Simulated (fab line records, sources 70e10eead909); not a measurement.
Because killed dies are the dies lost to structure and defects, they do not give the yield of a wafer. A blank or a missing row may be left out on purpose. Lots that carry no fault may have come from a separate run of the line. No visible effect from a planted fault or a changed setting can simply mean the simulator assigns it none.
Matching of chambers | flow nandHarc | 3 sister chambers for NHARC_A_ONON_D1_DEP_33 on pecvd-04
The step deposits SiO2, target thk 200 nm. 3 wafers are shown with their chamber, then 7 later ones without.

WAFERS, EACH WITH ITS CHAMBER
wafer  | chamber | throttleValvePct (%)
L537.1 | 2       | 15.5
L546.2 | 0       | 16.1
L546.3 | 1       | 16.1

WAFERS WITH NO CHAMBER GIVEN
wafer  | throttleValvePct (%)
L546.5 | 15.8
L547.2 | 15.2
L547.3 | 16.4
L547.5 | 16.0
L555.1 | 15.7
L555.2 | 16.0
L555.6 | 15.8

WHICH CHAMBER EACH ONE RAN IN
wafer  | from the rows above          | in truth
L546.5 | can't be placed: 0 or 1 or 2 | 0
L547.2 | 2                            | 2
L547.3 | can't be placed: 0 or 1      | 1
L547.5 | can't be placed: 0 or 1 or 2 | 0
L555.1 | can't be placed: 2 or 0 or 1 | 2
L555.2 | can't be placed: 0 or 1 or 2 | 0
L555.6 | can't be placed: 0 or 1 or 2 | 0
1 of 7 placed correctly. Unplaceable from these rows: 6, with the true chamber sitting among the candidates in 6. Number placed wrongly: 0.
How it was worked out, from the rows above alone: a wafer's distance from a chamber is the root of the sum, over the readings, of the square of ((its reading less the chamber's mean) divided by the reading's scatter). If the next closest chamber is less than 2 further off than the closest, the wafer can't be placed; otherwise it belongs to the closest. For every chamber, the mean is computed from those of its wafers that are shown. The scatter: with one shown wafer a chamber, the root of the mean of the squares of how far each hidden wafer lies from its nearest shown one.
